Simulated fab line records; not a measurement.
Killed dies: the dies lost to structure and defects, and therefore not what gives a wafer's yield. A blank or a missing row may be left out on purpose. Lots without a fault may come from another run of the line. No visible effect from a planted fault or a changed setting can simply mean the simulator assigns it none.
Shared-tool check | flow n5-finfet | Lots sampled 11, wafers sampled 31

## WHAT PROMPTED THE OPENING
On 2 of the 11 lots, a flag is raised at N5_BEOL_M5_INSPECT_13 on the reading raw-defect-count. Wafers without a fault read 415, standard deviation 120.
Rule: a lot is flagged when every wafer of it that has a number lies more than 4 standard deviations from that mean, or none has a number. The rest of the lots are taken to be sound.

lot  | measured     | on                | raw-defect-count, wafer by wafer | flag
L898 | day 12 05:13 | defect-inspect-02 | 489 667 311                      |
L899 | day 12 17:33 | defect-inspect-01 | 362 449                          |
L900 | day 12 17:44 | defect-inspect-02 | 400 311 337                      |
L903 | day 13 13:53 | defect-inspect-02 | 441 366 461                      |
L904 | day 14 00:07 | defect-inspect-01 | 586 693 492                      |
L905 | day 14 00:55 | defect-inspect-01 | 413 360 425                      |
L909 | day 15 23:14 | defect-inspect-02 | 1653 1828 1630                   | FLAGGED
L912 | day 16 02:20 | defect-inspect-01 | 800 587                          |
L914 | day 16 02:52 | defect-inspect-02 | 1530 1569 1594                   | FLAGGED
L917 | day 17 06:03 | defect-inspect-01 | 405 308 255                      |
L919 | day 17 22:04 | defect-inspect-01 | 350 323 341                      |
The numbers of the flagged lots are 1634 on average: +1219 against the usual, or +10 standard deviations.

## WHICH TOOL EACH LOT WENT THROUGH
The record holds 3 process steps before the reading, out of a route of 1938 steps. Each cell gives the tool, then ch followed by the chambers the sampled wafers passed through, then the start.
lot  | flag    | N5_BEOL_M4_PRE_CLEAN_60          | N5_BEOL_M5_ILD_DEP_00           | N5_BEOL_M5_HM_DEP_02
L898 |         | cvd-co-02 ch 0,1, day 12 00:39   | pecvd-03 ch 1,2, day 12 01:53   | pvd-sputter-01, day 12 04:37
L899 |         | cvd-co-02 ch 2, day 12 12:16     | pecvd-04 ch 1,2, day 12 13:30   | pvd-sputter-03, day 12 16:55
L900 |         | cvd-co-02 ch 1,2, day 12 14:00   | pecvd-04 ch 0,1,2, day 12 15:14 | pvd-sputter-03, day 12 17:13
L903 |         | cvd-co-02 ch 1,2, day 13 10:18   | pecvd-04 ch 0,2, day 13 11:32   | pvd-sputter-01, day 13 13:16
L904 |         | cvd-co-01 ch 0,1, day 13 18:43   | pecvd-03 ch 0,1, day 13 19:58   | pvd-sputter-02, day 13 23:31
L905 |         | cvd-co-01 ch 0,1, day 13 21:41   | pecvd-03 ch 0,2, day 13 22:55   | pvd-sputter-01, day 14 00:26
L909 | FLAGGED | cvd-co-02 ch 0,2, day 15 17:04   | pecvd-03 ch 0,1,2, day 15 18:23 | pvd-sputter-01, day 15 22:46
L912 |         | cvd-co-02 ch 1, day 15 21:33     | pecvd-04 ch 2, day 15 23:04     | pvd-sputter-03, day 16 01:51
L914 | FLAGGED | cvd-co-01 ch 0,1, day 15 23:43   | pecvd-03 ch 0,1,2, day 16 01:01 | pvd-sputter-01, day 16 02:16
L917 |         | cvd-co-02 ch 0,1,2, day 17 01:36 | pecvd-03 ch 0,2, day 17 02:50   | pvd-sputter-03, day 17 04:23
L919 |         | cvd-co-02 ch 0,1, day 17 17:58   | pecvd-03 ch 0,1,2, day 17 19:14 | pvd-sputter-02, day 17 21:34
These steps, and what they do:
- N5_BEOL_M4_PRE_CLEAN_60: time 15 s.
- N5_BEOL_M5_ILD_DEP_00: deposits SiCOH lowk from DEMS/porogen, target thk 140.64 nm, time 25.9 s.
- N5_BEOL_M5_HM_DEP_02: deposits TiN, target thk 20 nm.
- N5_BEOL_M5_INSPECT_13: inspects for defects (brightfield).

## FLAGGED OVER TOTAL, TOOL BY TOOL (the gauges that took the reading come last)
step                    | tool              | lots run | flagged | share of the flagged lots | sound lots run after its first flagged lot
N5_BEOL_M4_PRE_CLEAN_60 | cvd-co-01         | 3        | 1       | some                      | 0
N5_BEOL_M4_PRE_CLEAN_60 | cvd-co-02         | 8        | 1       | some                      | 3 (L912,L917,L919)
N5_BEOL_M5_ILD_DEP_00   | pecvd-03          | 7        | 2       | all                       | 2 (L917,L919)
N5_BEOL_M5_ILD_DEP_00   | pecvd-04          | 4        | 0       | none                      | -
N5_BEOL_M5_HM_DEP_02    | pvd-sputter-01    | 5        | 2       | all                       | 0
N5_BEOL_M5_HM_DEP_02    | pvd-sputter-02    | 2        | 0       | none                      | -
N5_BEOL_M5_HM_DEP_02    | pvd-sputter-03    | 4        | 0       | none                      | -
N5_BEOL_M5_INSPECT_13   | defect-inspect-01 | 6        | 0       | none                      | -
N5_BEOL_M5_INSPECT_13   | defect-inspect-02 | 5        | 2       | all                       | 0

## WHAT IS ALLOWED BY THE TABLE
pecvd-03 at N5_BEOL_M5_ILD_DEP_00, pvd-sputter-01 at N5_BEOL_M5_HM_DEP_02 and defect-inspect-02 at N5_BEOL_M5_INSPECT_13: these 3 rows of the table ran every flagged lot.
- pecvd-03 at N5_BEOL_M5_ILD_DEP_00: 2 of its 7 lots flagged. Sound lots ran on it after the first flagged one (L917, L919), which a lasting fault on the whole tool wouldn't allow.
- pvd-sputter-01 at N5_BEOL_M5_HM_DEP_02: 2 of its 5 lots flagged. A fault beginning between L905 (day 14 00:26), its last sound lot, and L909 (day 15 22:46), its first flagged one, fits the data.
- defect-inspect-02 at N5_BEOL_M5_INSPECT_13: 2 of its 5 lots flagged. A fault beginning between L903 (day 13 13:53), its last sound lot, and L909 (day 15 23:14), its first flagged one, fits the data.
A lot count leaves these 2 tools indistinguishable: every one of them fits a fault beginning at some hour. More lots, or a look at what each step does to the wafer, might.

## WHAT THE SIMULATOR HAD INSERTED
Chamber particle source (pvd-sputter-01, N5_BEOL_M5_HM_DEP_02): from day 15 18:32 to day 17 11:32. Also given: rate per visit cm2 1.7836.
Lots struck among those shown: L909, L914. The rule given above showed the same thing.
